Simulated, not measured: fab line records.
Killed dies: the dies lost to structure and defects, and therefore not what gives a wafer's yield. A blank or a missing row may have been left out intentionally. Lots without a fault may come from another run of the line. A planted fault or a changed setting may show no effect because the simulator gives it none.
Which tool did it? / flow nand harc / Sampling: 11 lots, 33 wafers, 3 of 1302 route steps

== WHAT THE GAUGES READ, wafer by wafer ==
NHARC_P_GATE_CD_MEAS_59: the cd target is 720 nm.
lot=L717; measured=day 4 19:54; on=cd sem-03; cd nm (nm)=718.7 724.0 720.3
lot=L720; measured=day 6 06:16; on=cd sem-02; cd nm (nm)=720.7 720.9 718.8
lot=L722; measured=day 6 12:43; on=cd sem-02; cd nm (nm)=717.9 719.6 719.3
lot=L724; measured=day 7 19:04; on=cd sem-01; cd nm (nm)=665.7 666.1 666.1
lot=L726; measured=day 8 16:59; on=cd sem-03; cd nm (nm)=721.6 721.1 721.3
lot=L727; measured=day 8 22:32; on=cd sem-01; cd nm (nm)=666.3 666.2 666.8
lot=L728; measured=day 9 02:28; on=cd sem-03; cd nm (nm)=667.0 665.2 665.4
lot=L731; measured=day 10 12:29; on=cd sem-02; cd nm (nm)=721.2 723.1 721.0
lot=L735; measured=day 12 05:48; on=cd sem-03; cd nm (nm)=722.5 721.7 722.3
lot=L736; measured=day 12 20:50; on=cd sem-02; cd nm (nm)=721.1 723.9 721.0
lot=L739; measured=day 13 19:17; on=cd sem-02; cd nm (nm)=715.9 721.1 715.7

== WHAT TOOL EACH LOT RAN ON (gives the tool, then ch and the chambers of the sampled wafers, and finally the start) ==
lot=L717; NHARC_P_GATE_DESCUM_31=rie diel-05 ch 0,1,3, day 4 06:24; NHARC_P_GATE_EXPOSE_56=krf scanner-02 ch 0, day 4 19:45
lot=L720; NHARC_P_GATE_DESCUM_31=rie diel-03 ch 1,3, day 5 16:32; NHARC_P_GATE_EXPOSE_56=krf scanner-04 ch 0, day 6 06:07
lot=L722; NHARC_P_GATE_DESCUM_31=rie diel-03 ch 0,3, day 5 23:16; NHARC_P_GATE_EXPOSE_56=krf scanner-02 ch 0, day 6 12:34
lot=L724; NHARC_P_GATE_DESCUM_31=rie diel-10 ch 1,2, day 7 05:44; NHARC_P_GATE_EXPOSE_56=krf scanner-02 ch 0, day 7 18:55
lot=L726; NHARC_P_GATE_DESCUM_31=rie diel-05 ch 0,2, day 8 03:35; NHARC_P_GATE_EXPOSE_56=krf scanner-04 ch 0, day 8 16:50
lot=L727; NHARC_P_GATE_DESCUM_31=rie diel-03 ch 0,2,3, day 8 09:07; NHARC_P_GATE_EXPOSE_56=krf scanner-02 ch 0, day 8 22:23
lot=L728; NHARC_P_GATE_DESCUM_31=rie diel-05 ch 2,3, day 8 13:09; NHARC_P_GATE_EXPOSE_56=krf scanner-02 ch 0, day 9 02:19
lot=L731; NHARC_P_GATE_DESCUM_31=rie diel-05 ch 1,2, day 9 22:53; NHARC_P_GATE_EXPOSE_56=krf scanner-04 ch 0, day 10 12:20
lot=L735; NHARC_P_GATE_DESCUM_31=rie diel-03 ch 1,2,3, day 11 16:27; NHARC_P_GATE_EXPOSE_56=krf scanner-04 ch 0, day 12 05:39
lot=L736; NHARC_P_GATE_DESCUM_31=rie diel-03 ch 0,1,2, day 12 07:13; NHARC_P_GATE_EXPOSE_56=krf scanner-03 ch 0, day 12 20:41
lot=L739; NHARC_P_GATE_DESCUM_31=rie diel-03 ch 0,1,3, day 13 05:38; NHARC_P_GATE_EXPOSE_56=krf scanner-03 ch 0, day 13 19:07
- NHARC_P_GATE_DESCUM_31: chemistry O2, time 3 s.
- NHARC_P_GATE_EXPOSE_56: exposes mask P PSD, target cd 720 nm.

== THE ANSWER, worked out from the rows above alone ==
Rule: usual is defined by the lots themselves. The widest of any qualifying gaps counts: lots, ordered by their means at a reading, are off when they make up no more than a third of the lots, leave a main group of 4 or more, and stand apart from it by 3 or more times the standard deviation of that group's means. A main group is skipped when, at the precision printed for the reading in the tables above, its means are all equal. Also off: a lot with no number at a reading for which 4 or more lots have one. Where the step has rows for the other lots, those lots are counted as sound.
Off at NHARC_P_GATE_CD_MEAS_59 (cd nm): L724, L727, L728. Mean 720.6 nm and standard deviation 1.5 in the main group.
A tool fits if, at a process step before that reading, it ran every lot that is off, and no sound lot after the first of them. The gauges at NHARC_P_GATE_CD_MEAS_59 are tried like those tools. One candidate fits, namely krf scanner-02 at NHARC_P_GATE_EXPOSE_56. Its last sound lot is L722 (day 6 12:34), its first lot that is off L724 (day 7 18:55): a fault that began between those two fits.

== WHAT THE SIMULATOR HAD PUT IN ==
Process parameters drifting: krf scanner-02 at NHARC_P_GATE_EXPOSE_56, beginning at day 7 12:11. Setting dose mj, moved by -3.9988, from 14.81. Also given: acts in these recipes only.
Struck lots among those shown: L724, L727, L728. This agrees with what the rule above found.
